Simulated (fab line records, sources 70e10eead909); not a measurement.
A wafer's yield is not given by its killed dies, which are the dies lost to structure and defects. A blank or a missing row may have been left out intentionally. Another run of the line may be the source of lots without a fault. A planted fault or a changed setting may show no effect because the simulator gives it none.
fab line records	flow nand-harc
record lots=11	wafers=32	last-day=26
route steps=1159 shown P_M2@328 P_BONDPAD@351 END@1159
lots that met no fault: from a run of the same line without faults
start-h: hours from the record's opening day to when the first of the lot's shown wafers began	wait-h: hours from the lot's prior step to this one	" identical to the entry in the row above	L1.1+2: a single row standing in for several wafers	- value missing, or start not given	* or withheld: withheld	< > ~ a bound
route shown NAME@n: NAME is a module with steps in the file, n the number in the route of the first one	usual: average and standard deviation across the fault-free wafers	same: alike in all rows	chamber/n: place in a boat	sites: per-site readings	_std_site: their standard deviation	_edge_site: mean of outer sites minus mean of inner sites	radius-mm: for every site, how far away it sits from the centre of the wafer	mask NAME#n: copy n	behind: the tool/chamber that last shaped the wafer	hold: why the lot was held/for how many hours/how that ended	device: the n, p or np transistor that did not switch	end of line: the route-end tests of the same wafers	a step without rows: its recipe alone	killed: dies that structure and defects cost at the first sort, which is not the same as the wafer's yield	map: per-die view of a wafer (x killed, . not killed, _ where there is no die)
set.NAME: the setting that was run; set.NAME@STEP: the one run at that earlier step	model.NAME: the simulator's own value behind a step, which no gauge read
the route's steps for a sample of lots (tables are steps, rows are wafers)
services: from which hour (start-h, from the record's first day; less than 0 if before it) a tool's chamber was out of use, for how many hours, and why
## steps
# step NHARC_P_M2_CD_MEAS_09
# recipe target-cd-nm=170	landing-energy-ev=500
# usual cd-nm=170.5/0.69
lot.wafer	tool	chamber	start-h	wait-h	cd-nm
L641.1	cd-sem-02	0	125.05	-	169.1
L641.3	"	0	"	"	170.8
L641.6	"	0	"	"	170.2
L643.1	cd-sem-01	0	134.37	-	170.6
L643.3	"	0	"	"	170.8
L643.6	"	0	"	"	170.7
L644.3	cd-sem-02	0	150.15	-	171.3
L644.5	"	0	"	"	169.6
L644.6	"	0	"	"	169.7
L646.2	cd-sem-02	0	156.38	-	170.6
L646.3	"	0	"	"	170.3
L646.4	"	0	"	"	170.7
L647.1	cd-sem-01	0	164.02	-	170.7
L647.4	"	0	"	"	169.8
L647.5	"	0	"	"	171.7
L649.3	cd-sem-02	0	168.95	-	170.0
L649.5	"	0	"	"	170.2
L649.6	"	0	"	"	171.0
L652.3	cd-sem-01	0	199.32	-	170.8
L652.4	"	0	"	"	171.0
L655.1	cd-sem-01	0	214.76	-	170.4
L655.2	"	0	"	"	171.0
L655.6	"	0	"	"	169.8
L656.1	cd-sem-03	0	215.75	-	170.8
L656.2	"	0	"	"	171.0
L656.5	"	0	"	"	170.5
L658.3	cd-sem-03	0	230.35	-	171.6
L658.4	"	0	"	"	170.8
L658.5	"	0	"	"	171.2
L664.1	cd-sem-03	0	263.62	-	172.2
L664.2	"	0	"	"	170.3
L664.6	"	0	"	"	171.6
# step NHARC_P_BONDPAD_DEP_00
# recipe target-thk-a=2500	temp-c=370	target-thk-nm=250	pressure-torr=3	flow-sccm=200	rf-w=450	material=SiCN
# usual chamber-pressure-Torr=3.000/0.0057	heater-power-w=594/69
lot.wafer	tool	chamber	start-h	wait-h	chamber-pressure-Torr	heater-power-w
L641.3	pecvd-01	1	-	-	2.993	602
L641.1	"	2	"	"	3.006	637
L641.6	"	0	"	"	3.006	697
L643.1	pecvd-04	1	137.85	-	3.003	616
L643.3	"	2	"	"	2.999	469
L643.6	"	2	"	"	3.000	493
L644.3	pecvd-04	2	153.55	-	3.007	584
L644.6	"	2	"	"	3.003	584
L644.5	"	0	"	"	2.998	478
L646.2	pecvd-01	1	160.19	-	3.003	537
L646.3	"	2	"	"	2.992	637
L646.4	"	2	"	"	3.002	642
L647.1	pecvd-01	1	167.39	-	3.000	583
L647.5	"	0	"	"	2.998	639
L647.4	"	2	"	"	2.993	771
L649.3	pecvd-04	1	172.38	-	3.010	541
L649.5	"	0	"	"	2.986	480
L649.6	"	1	"	"	2.999	558
L652.3	pecvd-01	1	203.39	-	3.004	645
L652.4	"	2	"	"	2.993	778
L655.2	pecvd-03	0	218.94	-	2.991	671
L655.1	"	1	"	"	3.002	621
L655.6	"	1	"	"	2.998	625
L656.1	pecvd-01	2	-	-	3.002	761
L656.2	"	1	"	"	2.999	549
L656.5	"	0	"	"	3.012	668
L658.3	pecvd-04	2	234.01	0.4	2.986	588
L658.5	"	0	"	"	2.995	580
L658.4	"	1	"	"	2.996	604
L664.1	pecvd-04	1	-	-	2.996	580
L664.2	"	2	"	"	2.999	537
L664.6	"	1	"	"	2.994	622
# step NHARC_P_BONDPAD_EXPOSE_06
# recipe na=0.55	dose-mj=37.06	mask-id=P_BPAD
# usual exposure-dose-mJ-cm2=37.05/0.036
lot.wafer	tool	chamber	start-h	wait-h	mask	exposure-dose-mJ-cm2
L641.1	krf-scanner-03	0	129.36	-	P_BPAD#0	37.05
L641.3	"	0	"	"	P_BPAD#0	37.04
L641.6	"	0	"	"	P_BPAD#0	37.06
L643.1	krf-scanner-02	0	139.06	-	P_BPAD#0	37.05
L643.3	"	0	"	"	P_BPAD#0	37.02
L643.6	"	0	"	"	P_BPAD#0	37.02
L644.3	krf-scanner-01	0	154.63	-	P_BPAD#0	37.05
L644.5	"	0	"	"	P_BPAD#0	37.07
L644.6	"	0	"	"	P_BPAD#0	37.08
L646.2	krf-scanner-02	0	161.25	-	P_BPAD#0	37.06
L646.3	"	0	"	"	P_BPAD#0	37.08
L646.4	"	0	"	"	P_BPAD#0	37.05
L647.1	krf-scanner-01	0	168.42	-	P_BPAD#0	37.04
L647.4	"	0	"	"	P_BPAD#0	37.01
L647.5	"	0	"	"	P_BPAD#0	37.05
L649.3	krf-scanner-03	0	173.38	-	P_BPAD#0	37.04
L649.5	"	0	"	"	P_BPAD#0	37.08
L649.6	"	0	"	"	P_BPAD#0	37.06
L652.3	krf-scanner-03	0	204.27	-	P_BPAD#0	50.13
L652.4	"	0	"	"	P_BPAD#0	50.19
L655.1	krf-scanner-02	0	219.84	-	P_BPAD#0	37.03
L655.2	"	0	"	"	P_BPAD#0	37.04
L655.6	"	0	"	"	P_BPAD#0	37.05
L656.1	krf-scanner-02	0	220.25	-	P_BPAD#0	37.01
L656.2	"	0	"	"	P_BPAD#0	36.99
L656.5	"	0	"	"	P_BPAD#0	37.03
L658.3	krf-scanner-02	0	237.82	-	P_BPAD#0	37.00
L658.4	"	0	"	"	P_BPAD#0	37.05
L658.5	"	0	"	"	P_BPAD#0	36.99
L664.1	krf-scanner-01	0	268.22	-	P_BPAD#0	37.05
L664.2	"	0	"	"	P_BPAD#0	37.06
L664.6	"	0	"	"	P_BPAD#0	37.05
# step NHARC_P_BONDPAD_CD_MEAS_09
# recipe target-cd-nm=500	landing-energy-ev=500
# usual cd-nm=499.6/2.5
lot.wafer	tool	chamber	start-h	wait-h	cd-nm
L641.1	cd-sem-01	0	129.51	-	496.6
L641.3	"	0	"	"	497.6
L641.6	"	0	"	"	501.1
L643.1	cd-sem-03	0	139.22	-	497.4
L643.3	"	0	"	"	499.9
L643.6	"	0	"	"	497.7
L644.3	cd-sem-02	0	154.79	-	501.1
L644.5	"	0	"	"	497.9
L644.6	"	0	"	"	499.4
L646.2	cd-sem-03	0	161.40	-	497.8
L646.3	"	0	"	"	502.2
L646.4	"	0	"	"	498.1
L647.1	cd-sem-02	0	168.57	-	498.7
L647.4	"	0	"	"	502.4
L647.5	"	0	"	"	495.5
L649.3	cd-sem-01	0	173.52	-	499.8
L649.5	"	0	"	"	498.2
L649.6	"	0	"	"	503.9
L652.3	cd-sem-03	0	204.41	-	510.6
L652.4	"	0	"	"	513.7
L655.1	cd-sem-01	0	219.99	-	502.6
L655.2	"	0	"	"	496.8
L655.6	"	0	"	"	500.4
L656.1	cd-sem-02	0	220.40	-	504.2
L656.2	"	0	"	"	495.8
L656.5	"	0	"	"	499.9
L658.3	cd-sem-03	0	237.97	-	502.1
L658.4	"	0	"	"	503.1
L658.5	"	0	"	"	496.5
L664.1	cd-sem-03	0	268.37	-	498.0
L664.2	"	0	"	"	496.5
L664.6	"	0	"	"	496.1
# step NHARC_P_BONDPAD_ETCH_24
# recipe target-depth-a=300	over-etch-frac=0.3	time-s=72.99	ion-energy-ev=150	cf4-flow-sccm=50	n2-flow-sccm=100	ar-flow-sccm=150	rf-w=300	bias-w=100	chemistry=CF4/N2
# usual drypump-motor-current-A=5.6/0.6	oes-product-au=1.007/0.013	rf-vpp-V=314.6/1.9	showerhead-plenum-p-Torr=2.65/0.095	throttle-valve-pct=19.793/0.0088
lot.wafer	tool	chamber	start-h	wait-h	drypump-motor-current-A	oes-product-au	rf-hours-counter-h	rf-vpp-V	showerhead-plenum-p-Torr	throttle-valve-pct
L641.1	rie-diel-04	1	-	-	5.0	1.010	1	312.8	2.59	19.787
L641.3	"	3	"	"	6.5	0.968	0	315.5	2.68	19.804
L641.6	"	1	"	"	5.0	1.006	-	311.9	2.59	19.789
L643.1	rie-diel-12	2	-	-	6.3	1.010	35	317.4	2.78	19.778
L643.3	"	0	"	"	5.7	0.997	38	314.6	2.63	19.799
L643.6	"	2	"	"	6.2	1.005	-	317.7	2.78	19.798
L644.3	rie-diel-04	2	-	-	5.3	1.010	4	316.4	2.76	19.784
L644.5	"	2	"	"	5.3	1.010	-	314.7	2.77	19.792
L644.6	"	3	"	"	6.5	0.978	-	315.8	2.68	19.784
L646.4	rie-diel-07	0	-	-	6.7	0.989	35	313.4	2.55	19.783
L646.2	"	1	"	"	4.8	0.994	30	311.4	2.57	19.791
L646.3	"	2	"	"	5.9	0.993	18	316.5	2.76	19.783
L647.1	rie-diel-04	2	-	-	5.3	1.013	5	316.2	2.76	19.796
L647.4	"	3	"	"	6.5	0.998	5	316.3	2.68	19.783
L647.5	"	3	"	"	6.5	0.989	-	315.6	2.68	19.796
L649.3	rie-diel-04	0	-	-	5.3	1.011	6	311.5	2.52	19.793
L649.6	"	3	"	"	6.5	0.997	-	315.6	2.68	19.794
L649.5	"	0	"	"	5.3	1.010	-	312.5	2.52	19.787
L652.4	rie-diel-04	2	-	-	5.3	1.016	9	316.5	2.76	19.791
L652.3	"	0	"	"	5.3	1.019	8	312.3	2.52	19.817
L655.1	rie-diel-04	0	-	-	5.3	1.015	10	311.2	2.52	19.808
L655.2	"	2	"	"	5.3	1.005	10	317.2	2.76	19.783
L655.6	"	0	"	"	5.3	1.006	-	313.7	2.52	19.783
L656.1	rie-diel-04	1	-	-	5.0	1.012	10	313.9	2.58	19.784
L656.2	"	2	"	"	5.3	1.009	10	317.0	2.76	19.792
L656.5	"	1	"	"	5.0	1.009	-	312.7	2.58	19.787
L658.4	rie-diel-07	3	-	-	5.6	1.001	0	316.0	2.81	19.802
L658.3	"	0	"	"	6.6	0.996	0	312.8	2.54	19.794
L658.5	"	1	"	"	4.8	1.012	-	314.3	2.56	19.801
L664.2	rie-diel-12	1	-	-	5.9	0.998	23	314.8	2.71	19.801
L664.1	"	3	"	"	6.0	1.008	22	317.2	2.70	19.790
L664.6	"	1	"	"	5.9	0.998	-	317.7	2.71	19.808
# step NHARC_END_SORT_01
# recipe temp-c=25
# usual defect-limited-yield=95.4/1.7	killed-at-array=27/12	killed-at-other=0.9/1.1	killed-at-periphery=3.2/2.4	killed-dies=31/12	killed-open=3.3/1.7	killed-short=2.0/1.6	sort_bin_2_pct=1.5/0.74	sort_bin_3_pct=0.25/0.22	sort_bin_4_pct=2.9/1.1	sort-n-pass=646/12	sort-rim-yield-pct=97.2/1.8	sort-yield-pct=95.4/1.7
# same gross-dies=677	sort_bin_5_pct[%]=0	sort_bin_6_pct[%]=0	sort_bin_7_pct[%]=0	sort_bin_8_pct[%]=0	sort-rim-n-gross=106.00
lot.wafer	tool	chamber	start-h	wait-h	defect-limited-yield[%]	killed-at-array	killed-at-other	killed-at-periphery	killed-dies	killed-open	killed-short	sort_bin_2_pct[%]	sort_bin_3_pct[%]	sort_bin_4_pct[%]	sort-n-pass	sort-rim-yield-pct[%]	sort-yield-pct[%]
L647.1	prober-02	0	563.49	2.5	97.3	11	0	7	18	3	2	0.7	0	1.9	659	98.1	97.3
L647.4	prober-02	0	565.88	3.4	96.9	15	2	4	21	4	1	1.0	0	2.1	656	98.1	96.9
L647.5	prober-02	0	566.68	3.7	96.6	12	1	10	23	4	1	1.3	0.15	1.9	654	98.1	96.6
# killed by level:class
L647.1 P_CONTACT:chamber-film-flake=3 P_M1:chamber-film-flake=3 A_CHANNEL_HOLE_D1:chamber-film-flake=3 A_STAIRCASE:chamber-film-flake=2 A_CONTACT:chamber-film-flake=2 P_M1:geometric-particle:open=1 A_SOURCE_PLATE:geometric-particle:open=1 A_WL_FILL:geometric-particle:short=1
L647.4 A_CONTACT:chamber-film-flake=4 A_CHANNEL_HOLE_D1:chamber-film-flake=3 A_M0:geometric-particle:open=2 P_M1:chamber-film-flake=2 A_CHANNEL_FILL_D1:chamber-film-flake=2 THIN_TSV:chamber-film-flake=2 P_M0:geometric-particle:open=1 A_WL_FILL:geometric-particle:short=1
L647.5 A_CHANNEL_HOLE_D1:chamber-film-flake=4 P_STI:chamber-film-flake=3 P_CONTACT:chamber-film-flake=3 A_CONTACT:chamber-film-flake=3 P_M1:chamber-film-flake=2 P_M0:geometric-particle:open=1 A_SOURCE_PLATE:geometric-particle:open=1 A_CHANNEL_HOLE_D1:geometric-particle:short=1
## services
tool	chamber	start-h	hours	kind
rie-diel-04	-	111.90	9.0	pm
krf-scanner-02	-	113.39	0.5	repair
krf-scanner-01	-	122.99	0.6	repair
pecvd-04	0	123.23	16.0	repair
pecvd-04	-	126.87	0.9	repair
pecvd-04	2	130.30	5.5	repair
krf-scanner-02	-	147.04	2.5	repair
krf-scanner-02	-	153.90	3.5	repair
rie-diel-12	2	157.51	2.8	repair
krf-scanner-03	-	168.00	4.0	pm
rie-diel-12	1	169.21	14.6	repair
krf-scanner-02	-	177.75	0.4	repair
krf-scanner-01	-	178.76	0.5	repair
krf-scanner-03	-	192.13	0.7	repair
pecvd-04	-	195.00	13.0	pm
pecvd-01	-	197.14	2.9	repair
krf-scanner-02	-	210.00	4.0	pm
krf-scanner-01	-	210.46	20.1	repair
krf-scanner-02	-	235.00	2.8	repair
pecvd-01	-	237.40	13.0	pm
krf-scanner-02	-	239.99	0.4	repair
krf-scanner-03	-	243.71	0.4	repair
krf-scanner-02	-	248.52	1.8	repair
krf-scanner-01	-	256.00	4.0	pm
## key
first-sign step=NHARC_P_BONDPAD_EXPOSE_06	reading=exposure-dose-mJ-cm2	direction=up	sigmas=99+	usual=37.05	struck=50.16
effect step=NHARC_P_BONDPAD_CD_MEAS_09	reading=cd-nm	direction=up	sigmas=5.1	usual=499.6	struck=512.1	through=control-loop
met-at NHARC_P_BONDPAD_EXPOSE_06
struck-lots L652
loop-trim step=NHARC_P_BONDPAD_EXPOSE_06	setting=dose	lots=L652
not-acting-at NHARC_P_M2_CD_MEAS_09,NHARC_P_BONDPAD_DEP_00,NHARC_P_BONDPAD_ETCH_24
onset-between 173.38 204.27
earlier-fault kind=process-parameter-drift	tool=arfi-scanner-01	chamber=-	onset-h=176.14	steps=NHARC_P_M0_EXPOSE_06	channel=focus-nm	offset=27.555	spread-by-wafer=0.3	shape=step
fault kind=process-parameter-drift	tool=krf-scanner-03	chamber=-	onset-h=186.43	steps=NHARC_P_BONDPAD_EXPOSE_06	channel=dose-mj	offset=16.322	shape=step	acts-in=these-recipes-only	stated=37.06
# loop-trim: a control loop set the setting to another value than it would have without faults
